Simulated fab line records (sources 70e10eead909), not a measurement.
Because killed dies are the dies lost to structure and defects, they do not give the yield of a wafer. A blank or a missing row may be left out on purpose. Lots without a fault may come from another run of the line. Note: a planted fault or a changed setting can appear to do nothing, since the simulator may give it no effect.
fab line records + flow nandHarc
[record]
- lots = 7
- wafers = 19
- lastDay = 33
route steps=1302 shown A_WL_FILL@963
lots untouched by any fault: they come from a run of this same line in which no faults occurred
startH: the number of hours between the record's first day and the start of the first shown wafer of the lot + waitH: time in hours since the lot's previous step + " unchanged from the row above + L1.1+2: several wafers, shown together as one row + - no value, or no start was given + * or withheld: withheld + < > ~ a bound
route shown NAME@n: NAME is a module with steps in the file, n the number in the route of the first one + usual: mean and standard deviation over wafers with no fault + same: alike in all rows + chamber/n: place in a boat + sites: the reading at each site + _std_site: the values' standard deviation + _edge_site: inner sites' mean taken away from outer sites' mean + radiusMm: for every site, how far away it sits from the centre of the wafer + mask NAME#n: copy n + behind: the tool/chamber that last shaped the wafer + hold: reason for holding the lot/hours on hold/outcome of the hold + device: the transistor (n, p or np) that didn't switch + end of line: tests of these same wafers at the route's end + where a step has no rows: the recipe by itself + killed: dies that structure and defects cost at the first sort, which is not the same as the wafer's yield + map: a wafer's dies, x killed, . not, _ none there
set.NAME: the setting that was run; set.NAME@STEP: the one run at that earlier step + model.NAME: the simulator's own value behind a step, which no gauge read
certain route steps with their lots: each step a table, each wafer a row
services: the hour from which a tool's chamber was out of use, counted from the record's first day as startH (under 0 if before that day), plus the number of hours and why
[[steps]]
[step NHARC_A_WL_FILL_ANNEAL_08]
[recipe]
- tempC = 450
- timeS = 1800
[step NHARC_A_WL_FILL_ALD_10]
[recipe]
- targetThkA = 500
- pulseTimeS = 10
- aldCycles = 500
- tempC = 300
- material = SiO2
[usual]
- aldCycles = 500/0
- heaterPowerW = 486/60
- precursorPulseHeightRel = 0.999/0.02
| lot.wafer | tool     | chamber | startH | waitH | aldCycles | heaterPowerW | precursorPulseHeightRel |
|-----------|----------|---------|--------|-------|-----------|--------------|-------------------------|
| L716.1    | aldHk-01 | 3       | 535.53 | 1.1   | 500       | 456          | 1.010                   |
| L716.3    | "        | 0       | "      | "     | 500       | 534          | 0.981                   |
| L716.6    | "        | 1       | "      | "     | 500       | 566          | 0.978                   |
| L717.3    | aldHk-01 | 3       | 557.64 | 0.6   | 500       | 443          | 1.004                   |
| L717.2    | "        | 1       | 558.66 | 1.6   | 500       | 562          | 1.023                   |
| L718.4    | aldHk-01 | 1       | 560.71 | 0.6   | 500       | 565          | 1.003                   |
| L718.3    | "        | 2       | "      | "     | 500       | 498          | 1.006                   |
| L725.4    | aldHk-03 | 0       | 607.24 | 0.0   | 500       | 509          | 0.972                   |
| L725.1    | "        | 2       | 608.27 | 1.1   | 500       | 485          | 1.017                   |
| L725.2    | "        | 3       | "      | "     | 500       | 458          | 0.992                   |
| L726.2    | aldHk-04 | 0       | 647.34 | 0.1   | 500       | 474          | 1.022                   |
| L726.1    | "        | 1       | "      | "     | 500       | 480          | 1.017                   |
| L726.3    | "        | 3       | 648.88 | 1.6   | 500       | 343          | 1.002                   |
| L728.3    | aldHk-01 | 3       | 647.86 | 0.6   | 500       | 441          | 1.023                   |
| L728.1    | "        | 0       | "      | "     | 500       | 559          | 1.012                   |
| L728.5    | "        | 3       | 649.93 | 2.6   | 500       | 445          | 0.979                   |
| L733.1    | aldHk-03 | 3       | 692.29 | 1.6   | 500       | 470          | 1.018                   |
| L733.5    | "        | 0       | "      | "     | 500       | 528          | 0.971                   |
| L733.6    | "        | 1       | "      | "     | 500       | 600          | 0.974                   |
[step NHARC_A_WL_FILL_ETCHBACK_16]
[recipe]
- targetDepthA = 1200
- timeS = 24
- c4f8FlowSccm = withheld
- o2FlowSccm = 8
- arFlowSccm = withheld
- rfW = 600
- biasW = 800
- chemistry = C4F8/O2/Ar
[step NHARC_A_WL_FILL_STRIP_29]
[recipe]
- timeS = 20
- o2FlowSccm = 500
- arFlowSccm = 0
- biasW = 0
- chemistry = O2
[usual]
- drypumpMotorCurrentA = 5.7/0.38
- oesProductAu = 1.001/0.013
- rfVppV = 57.8/1
- showerheadPlenumPTorr = 3.52/0.15
- throttleValvePct = 17.037/0.0095
| lot.wafer | tool       | chamber | startH | waitH | drypumpMotorCurrentA | oesProductAu | rfHoursCounterH | rfVppV | showerheadPlenumPTorr | throttleValvePct |
|-----------|------------|---------|--------|-------|----------------------|--------------|-----------------|--------|-----------------------|------------------|
| L716.3    | rieDiel-06 | 0       | 539.25 | 0.1   | 6.0                  | 1.025        | 1.7             | 57.2   | 3.41                  | 17.039           |
| L716.1    | "          | 1       | "      | "     | 5.9                  | 1.003        | 1.8             | 56.1   | 3.36                  | 17.041           |
| L716.6    | "          | 0       | "      | "     | 6.0                  | 1.020        | -               | 58.4   | 3.41                  | 17.047           |
| L717.2    | rieDiel-03 | 1       | 561.86 | 0.1   | 5.9                  | 1.001        | 5.7             | 58.6   | 3.37                  | 17.024           |
| L717.3    | "          | 2       | "      | "     | 4.8                  | 0.994        | 4.2             | 58.7   | 3.60                  | 17.036           |
| L718.4    | rieDiel-04 | 0       | 565.40 | 0.6   | 5.6                  | 0.978        | 0.6             | 56.6   | 3.58                  | 17.036           |
| L718.3    | "          | 2       | "      | "     | 5.3                  | 1.010        | 0.6             | 58.7   | 3.66                  | 17.035           |
| L725.1    | rieDiel-06 | 2       | 611.97 | 0.1   | 5.5                  | 1.021        | 2.1             | 55.4   | 3.41                  | 17.046           |
| L725.4    | "          | 3       | "      | "     | 5.3                  | 1.001        | 3.8             | 58.6   | 3.79                  | 17.036           |
| L725.2    | "          | 0       | "      | "     | 6.0                  | 1.016        | 4.0             | 58.4   | 3.41                  | 17.056           |
| L726.2    | rieDiel-06 | 2       | 652.07 | 0.1   | 5.6                  | 0.996        | 3.5             | 56.6   | 3.41                  | 17.023           |
| L726.3    | "          | 0       | "      | "     | 5.9                  | 1.014        | 5.0             | 57.7   | 3.41                  | 17.026           |
| L726.1    | "          | 1       | "      | "     | 5.9                  | 1.018        | 5.2             | 57.7   | 3.36                  | 17.040           |
| L728.1    | rieDiel-04 | 2       | 652.11 | 0.1   | 5.3                  | 0.999        | 2.8             | 58.5   | 3.66                  | 17.038           |
| L728.3    | "          | 0       | "      | "     | 5.6                  | 0.993        | 2.4             | 58.0   | 3.58                  | 17.040           |
| L728.5    | "          | 1       | "      | "     | 6.4                  | 1.002        | -               | 58.0   | 3.54                  | 17.028           |
| L733.1    | rieDiel-06 | 2       | 695.48 | 0.1   | 5.6                  | 1.002        | 0.9             | 57.5   | 3.40                  | 17.049           |
| L733.5    | "          | 1       | "      | "     | 5.8                  | 0.996        | -               | 56.9   | 3.36                  | 17.033           |
| L733.6    | "          | 2       | "      | "     | 5.6                  | 0.999        | -               | 56.9   | 3.40                  | 17.036           |
[step NHARC_A_WL_FILL_ETCHBACK_17]
[recipe]
- targetDepthA = 40
- timeS = 26.7
- chemistry = Cl2/BCl3
[usual]
- drypumpMotorCurrentA = 5.5/0.43
- oesProductAu = 1.004/0.011
| lot.wafer | tool        | chamber | startH | waitH | drypumpMotorCurrentA | oesProductAu | rfHoursCounterH |
|-----------|-------------|---------|--------|-------|----------------------|--------------|-----------------|
| L716.1    | rieMetal-01 | 1       | 539.33 | -     | 6.0                  | 1.018        | 2.4             |
| L716.3    | "           | 0       | "      | "     | 4.9                  | 1.003        | -               |
| L716.6    | "           | 1       | "      | "     | 6.0                  | 1.009        | -               |
| L717.2    | rieMetal-02 | 0       | 561.94 | -     | 5.8                  | 0.991        | 1.9             |
| L717.3    | "           | 1       | "      | "     | 5.9                  | 1.008        | -               |
| L718.3    | rieMetal-03 | 0       | 565.53 | -     | 5.2                  | 1.006        | -               |
| L718.4    | "           | 1       | "      | "     | 5.3                  | 1.008        | -               |
| L725.1    | rieMetal-01 | 1       | 612.05 | -     | 6.0                  | 1.014        | 0.3             |
| L725.2    | "           | 0       | "      | "     | 4.9                  | 1.005        | 0.3             |
| L725.4    | "           | 1       | "      | "     | 6.0                  | 0.999        | -               |
| L726.1    | rieMetal-02 | 0       | 652.16 | -     | 5.8                  | 0.993        | 0.4             |
| L726.2    | "           | 1       | "      | "     | 5.9                  | 1.017        | 0.4             |
| L726.3    | "           | 1       | "      | "     | 5.9                  | 1.015        | -               |
| L728.1    | rieMetal-03 | 0       | 652.19 | -     | 5.2                  | 1.004        | 3.4             |
| L728.3    | "           | 0       | "      | "     | 5.2                  | 1.004        | -               |
| L728.5    | "           | 0       | "      | "     | 5.2                  | 1.009        | -               |
| L733.1    | rieMetal-03 | 0       | 695.58 | -     | 5.2                  | 1.011        | 4.2             |
| L733.5    | "           | 1       | "      | "     | 5.4                  | 0.996        | -               |
| L733.6    | "           | 0       | "      | "     | 5.2                  | 1.003        | -               |
[step NHARC_A_WL_FILL_PRECLEAN_18]
[recipe]
- timeS = 30
- chemistry = dHF
[step NHARC_A_WL_FILL_SRD_21]
[step NHARC_A_WL_FILL_CVD_23]
[recipe]
- targetThkA = 400
- tempC = 620
- pressureMtorr = 200
- timeS = 800
- material = poly-Si
[step NHARC_A_WL_FILL_ETCHBACK_26]
[recipe]
- targetDepthA = 520
- timeS = 13.3
- hbrFlowSccm = 150
- rfW = 350
- icpW = 350
- biasW = 60
- chemistry = HBr
[usual]
- drypumpMotorCurrentA = 6.1/0.43
- oesProductAu = 1.005/0.013
- throttleValvePct = 23.266/0.01
| lot.wafer | tool     | chamber | startH | waitH | drypumpMotorCurrentA | oesProductAu | rfHoursCounterH | throttleValvePct |
|-----------|----------|---------|--------|-------|----------------------|--------------|-----------------|------------------|
| L716.1    | rieSi-02 | 2       | 544.58 | 0.4   | 5.9                  | 1.002        | 0.57            | 23.259           |
| L716.3    | "        | 3       | "      | "     | 6.6                  | 0.993        | 0.56            | 23.272           |
| L716.6    | "        | 2       | "      | "     | 5.9                  | 1.000        | -               | 23.282           |
| L717.3    | rieSi-02 | 3       | 567.23 | 0.4   | 6.6                  | 1.006        | 0.67            | 23.274           |
| L717.2    | "        | 0       | "      | "     | 5.0                  | 0.987        | 0.69            | 23.270           |
| L718.4    | rieSi-02 | 0       | 570.74 | 0.4   | 5.1                  | 0.995        | 0.71            | 23.270           |
| L718.3    | "        | 1       | "      | "     | 6.3                  | 1.006        | 0.43            | 23.264           |
| L725.4    | rieSi-02 | 1       | 617.19 | 0.4   | 6.3                  | 0.989        | 0.66            | 23.277           |
| L725.2    | "        | 2       | "      | "     | 5.9                  | 0.997        | 0.92            | 23.259           |
| L725.1    | "        | 0       | "      | "     | 5.1                  | 0.982        | 0.98            | 23.259           |
| L728.3    | rieSi-05 | 2       | 657.42 | 0.4   | 6.3                  | 1.010        | 1.10            | 23.270           |
| L728.1    | "        | 1       | "      | "     | 5.6                  | 1.009        | 1.05            | 23.289           |
| L728.5    | "        | 2       | "      | "     | 6.3                  | 1.007        | -               | 23.262           |
| L726.3    | rieSi-03 | 3       | 657.42 | 0.4   | 6.1                  | 1.018        | 0.49            | 23.259           |
| L726.1    | "        | 1       | "      | "     | 6.2                  | 1.022        | 0.48            | 23.260           |
| L726.2    | "        | 2       | "      | "     | 5.8                  | 1.013        | 0.40            | 23.255           |
| L733.1    | rieSi-02 | 2       | 700.85 | 0.4   | 5.9                  | 1.005        | 0.40            | 23.275           |
| L733.5    | "        | 1       | "      | "     | 6.3                  | 0.997        | -               | 23.244           |
| L733.6    | "        | 0       | "      | "     | 5.0                  | 1.025        | -               | 23.266           |
[step NHARC_A_WL_FILL_PRECLEAN_30]
[recipe]
- timeS = 10
- chemistry = dHF
[step NHARC_A_WL_FILL_SRD_14]
[step NHARC_A_WL_FILL_ALD_19]
[recipe]
- targetThkA = 20
- pulseTimeS = 3
- aldCycles = 100
- tempC = 450
- material = TiN
[usual]
- aldCycles = 100/0
- heaterPowerW = 1116/140
- precursorPulseHeightRel = 0.998/0.017
| lot.wafer | tool        | chamber | startH | waitH | aldCycles | heaterPowerW | precursorPulseHeightRel |
|-----------|-------------|---------|--------|-------|-----------|--------------|-------------------------|
| L716.3    | aldMetal-02 | 2       | 544.92 | 0.1   | 43        | 1358         | 1.014                   |
| L716.1    | "           | 3       | "      | "     | 100       | 968          | 1.017                   |
| L716.6    | "           | 0       | "      | "     | 100       | 1026         | 1.015                   |
| L717.2    | aldMetal-02 | 0       | 567.52 | 0.1   | 43        | 1041         | 0.967                   |
| L717.3    | "           | 1       | "      | "     | 43        | 1137         | 1.007                   |
| L718.4    | aldMetal-02 | 1       | 570.98 | 0.1   | 100       | 1181         | 0.967                   |
| L718.3    | "           | 0       | "      | "     | 43        | 1056         | 1.006                   |
| L725.2    | aldMetal-03 | 1       | 617.46 | 0.1   | 100       | 965          | 0.996                   |
| L725.1    | "           | 2       | "      | "     | 100       | 1196         | 0.987                   |
| L725.4    | "           | 3       | "      | "     | 100       | 972          | 1.016                   |
| L728.1    | aldMetal-03 | 0       | 657.69 | 0.1   | 100       | 999          | 1.010                   |
| L728.3    | "           | 3       | "      | "     | 100       | 999          | 1.003                   |
| L728.5    | "           | 1       | "      | "     | 100       | 965          | 1.003                   |
| L726.1    | aldMetal-02 | 0       | 657.71 | 0.1   | 100       | 1085         | 1.024                   |
| L726.3    | "           | 1       | "      | "     | 100       | 1110         | 0.990                   |
| L726.2    | "           | 2       | "      | "     | 100       | 1380         | 1.010                   |
| L733.1    | aldMetal-02 | 1       | 701.13 | 0.1   | 100       | 1110         | 0.993                   |
| L733.6    | "           | 1       | "      | "     | 100       | 1093         | 0.993                   |
| L733.5    | "           | 2       | "      | "     | 100       | 1389         | 0.986                   |
[step NHARC_A_WL_FILL_CVD_20]
[recipe]
- targetThkA = 1000
- tempC = 400
- pressureTorr = 40
- wf6FlowSccm = 40
- h2FlowSccm = 1600
- arFlowSccm = 1560
- timeS = 74
- material = W
[usual]
- chamberPressureTorr = 40.01/0.087
- heaterPowerW = 825/50
- throttleValvePct = 7.82/0.3
| lot.wafer | tool    | chamber | startH | waitH | chamberPressureTorr | heaterPowerW | throttleValvePct |
|-----------|---------|---------|--------|-------|---------------------|--------------|------------------|
| L716.1    | cvdW-02 | 1       | -      | -     | 40.10               | 751          | 7.68             |
| L716.3    | "       | 0       | "      | "     | 40.00               | 872          | 7.62             |
| L716.6    | "       | 1       | "      | "     | 40.09               | 798          | 8.18             |
| L717.2    | cvdW-02 | 0       | -      | -     | 40.14               | 861          | 8.03             |
| L717.3    | "       | 1       | "      | "     | 39.92               | 780          | 7.95             |
| L718.4    | cvdW-01 | 0       | -      | -     | 39.94               | 779          | 8.16             |
| L718.3    | "       | 1       | "      | "     | 39.99               | 879          | 7.30             |
| L725.1    | cvdW-01 | 0       | -      | -     | 40.13               | 791          | 8.24             |
| L725.2    | "       | 1       | "      | "     | 40.05               | 871          | 7.24             |
| L725.4    | "       | 1       | "      | "     | 40.08               | 874          | 7.49             |
| L726.1    | cvdW-01 | 1       | -      | -     | 40.01               | 881          | 7.65             |
| L726.2    | "       | 1       | "      | "     | 39.89               | 886          | 7.58             |
| L726.3    | "       | 1       | "      | "     | 39.88               | 863          | 7.28             |
| L728.1    | cvdW-02 | 0       | -      | -     | 39.94               | 847          | 8.06             |
| L728.3    | "       | 1       | "      | "     | 40.09               | 752          | 7.82             |
| L728.5    | "       | 1       | "      | "     | 40.21               | 769          | 7.83             |
| L733.1    | cvdW-02 | 1       | -      | -     | 40.01               | 769          | 7.84             |
| L733.6    | "       | 1       | "      | "     | 40.00               | 765          | 7.99             |
| L733.5    | "       | 0       | "      | "     | 39.97               | 841          | 8.01             |
[[services]]
| tool        | chamber | startH | hours | kind   |
|-------------|---------|--------|-------|--------|
| rieSi-02    | -       | 514.19 | 0.5   | repair |
| rieMetal-03 | -       | 519.00 | 9.0   | pm     |
| rieDiel-06  | 3       | 523.35 | 2.8   | repair |
| rieSi-02    | 1       | 526.83 | 35.3  | repair |
| rieDiel-06  | 2       | 540.74 | 62.7  | repair |
| rieDiel-06  | 3       | 545.33 | 2.2   | repair |
| cvdW-01     | -       | 547.00 | 13.0  | pm     |
| aldMetal-03 | -       | 550.43 | 0.4   | repair |
| aldMetal-03 | -       | 568.00 | 10.0  | pm     |
| aldHk-03    | -       | 568.53 | 10.0  | pm     |
| rieMetal-01 | -       | 575.00 | 9.0   | pm     |
| cvdW-01     | 0       | 577.12 | 4.9   | repair |
| rieMetal-03 | 1       | 579.23 | 79.4  | repair |
| aldMetal-02 | 3       | 588.94 | 7.9   | repair |
| rieMetal-01 | 0       | 604.52 | 6.3   | repair |
| rieMetal-01 | -       | 606.38 | 0.9   | repair |
| aldMetal-02 | -       | 610.00 | 10.0  | pm     |
| rieSi-02    | 2       | 613.10 | 1.9   | repair |
| rieSi-02    | -       | 631.00 | 9.0   | pm     |
| cvdW-02     | -       | 631.35 | 13.0  | pm     |
| rieDiel-06  | -       | 661.24 | 9.0   | pm     |
| aldHk-01    | -       | 661.54 | 10.0  | pm     |
| rieMetal-03 | -       | 696.00 | 9.0   | pm     |
| rieSi-02    | 3       | 699.22 | 2.1   | repair |
[[key]]
[firstSign]
- step = NHARC_A_WL_FILL_ALD_19
- reading = aldCycles
- direction = down
- sigmas = 99+
- usual = 100
- struck = 43
effect none on later readings
metAt NHARC_A_WL_FILL_ALD_19
struckWafers L716.3,L717.2,L717.3,L718.3
laterRowsLeftOut L716.3,L717.2,L717.3,L718.3
sortLeftOut L716.3,L717.2,L717.3,L718.3
testerLeftOut L716,L717,L718
[fault]
- kind = processParameterDrift
- tool = aldMetal-02
- chamber = -
- onsetH = 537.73
- steps = NHARC_A_WL_FILL_ALD_19
- channel = aldCycles
- offset = -57
- shape = step
- endH = 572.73
- scope = struckWafersOnly
- actsIn = theseRecipesOnly
- stated = 100
// testerLeftOut: of these lots the tester's yield and bins aren't shown, on N5 and GAA mostly nor the transistor test; their killed dies are dies lost to structure and defects alone, not to doping, threshold or leakage, so they don't give the yield
// sortLeftOut: the simulated sort isn't trusted on such a fault, so these wafers' sort isn't shown, and their yield isn't known
// laterRowsLeftOut: the simulator's readings of these wafers behind a module that went badly wrong aren't trusted and aren't shown, but for the sort
